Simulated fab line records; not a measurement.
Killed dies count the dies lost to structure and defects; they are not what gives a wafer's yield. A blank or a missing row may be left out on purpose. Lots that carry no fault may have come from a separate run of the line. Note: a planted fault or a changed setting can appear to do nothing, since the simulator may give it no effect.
Comparing a struck lot with a sound one :: flow n5_finfet :: 16 out of 1938 route steps
Sound: these wafers, L658.2, L658.4, L658.5. The struck wafers were L668.1, L668.4. The cause comes at the end.
At each step with rows: each side's tool, then ch and its chambers, then its first start. Under that, the readings that differ: sound wafers :: struck wafers :: difference of the means :: sigmas: that difference in standard deviations of wafers without a fault.
alike: readings with means less than 2 such deviations apart, plus words and numbers identical on both sides. not compared: withheld readings, readings lacking a value on some wafer, bounds such as >300 that could conceal the same value, and numbers that have no deviation in the record and whose values overlap.
The two part at a step that has a row with sigmas, a row that says differs or no value, or rows on one side only. Non-overlapping numbers with no deviation appear without sigmas and do not part them. A reading missing from all wafers of one side parts the sides only when that side holds two or more wafers.

N5_HKMG_FIN_INSPECT_61: inspects for defects (macro).
  sound on defect_inspect-02, day 5 04:52; struck on defect_inspect-01, day 7 15:01
  alike: raw_defect_count
then, 4 steps without rows for these wafers: N5_HKMG_FIN_DESCUM_53 (chemistry O2, time 7.9 s); N5_HKMG_FIN_ETCH_54 (etches SiARC in CF4, target depth 45.5 nm, time 75.8 s); N5_HKMG_FIN_ETCH_55 (etches SOC in N2/H2, target depth 240 nm, time 300 s); N5_HKMG_FIN_STRIP_56 (strips in N2/H2).
N5_HKMG_FIN_STRIP_57: strips in CF4.
  sound on rie_diel-04 ch 2,3, day 5 05:11; struck on rie_diel-02 ch 1,2, day 7 15:20
  alike: drypump_motor_current_A, oes_product_au, rf_vpp_V, showerhead_plenum_p_Torr, throttle_valve_pct
  not compared: rf_hours_counter_h
N5_HKMG_FIN_ETCH_58: etches SOC in N2/H2, target depth 215.8 nm, time 741 s.
  sound on rie_diel-04 ch 2,3, day 5 05:13; struck on rie_diel-02 ch 1,2, day 7 15:21
  alike: drypump_motor_current_A, oes_product_au, rf_vpp_V, showerhead_plenum_p_Torr, throttle_valve_pct
  not compared: rf_hours_counter_h
N5_HKMG_FIN_STRIP_93: strips SOC in N2/H2, time 20 s.
  sound on rie_diel-04 ch 2,3, day 5 05:38; struck on rie_diel-02 ch 1,2, day 7 15:46
  alike: drypump_motor_current_A, oes_product_au, rf_vpp_V, showerhead_plenum_p_Torr, temp_c, throttle_valve_pct
  not compared: rf_hours_counter_h
then, 1 step without rows for these wafers: N5_HKMG_FIN_WET_ETCH_76 (etches Al2O3 in dNH4OH, stops on La2O3, target depth 2.25 nm, rinse time 30 s).
N5_HKMG_FIN_STRIP_60: strips in N2/H2, time 360 s.
  sound on plasma_asher-02 ch 0,1, day 5 05:47; struck on plasma_asher-02 ch 0,1, day 7 15:55
  alike: drypump_motor_current_A, heater_power_w, temp_c
  not compared: rf_hours_counter_h
then, 2 steps without rows for these wafers: N5_HKMG_FIN_WET_ETCH_77 (etches La2O3 in dHCl, stops on HfO2, target depth 2 nm); N5_HKMG_FIN_WET_ETCH_78 (etches Al2O3 in dNH4OH, stops on La2O3, target depth 4.5 nm, rinse time 30 s).
N5_HKMG_FIN_ALD_79: deposits TiN, target thk 1.5 nm, pulse time 1 s, purge time 3 s.
  sound on ald_metal-03 ch 0,1,2, day 5 06:16; struck on ald_metal-04 ch 0,2, day 7 16:25
reading: ald_cycles
sound: 68 68 68
struck: 64 64
difference: -4
sigmas: 
  alike: heater_power_w, precursor_pulse_height_rel
N5_HKMG_FIN_CVD_62: deposits a-Si from Si2H6, target thk 3 nm, time 20.8 s.
  sound on thermal_cvd_si-01 ch 1,2, day 5 06:38; struck on thermal_cvd_si-02 ch 1,2, day 7 16:46
  alike: heater_power_w
-- a jump in the record: the struck wafers' starts before and after are 4 days apart (it breaks off in module HKMG_FIN and resumes in module BEOL_M4, where the first step shown is number 1111 of the route) --
N5_BEOL_M4_RC_MEAS_101:
  sound on prober-01 ch 0, day 9 11:23; struck on prober-01 ch 0, day 11 11:48
reading: IOFF_N (nA/um)
sound: 0.145 0.135 0.130
struck: 0.186 0.184
difference: +0.048
sigmas: +2
  alike: DIBL_N, DIBL_P, IOFF_P, ION_N, ION_P, SS_N, SS_P, VT_N, VT_P
then, 1 step without rows for these wafers: N5_PASSIVATION_PROBE_49.

WHERE THEY PART
Only at N5_BEOL_M4_RC_MEAS_101, within this record.

WHY: the cause the simulator had injected
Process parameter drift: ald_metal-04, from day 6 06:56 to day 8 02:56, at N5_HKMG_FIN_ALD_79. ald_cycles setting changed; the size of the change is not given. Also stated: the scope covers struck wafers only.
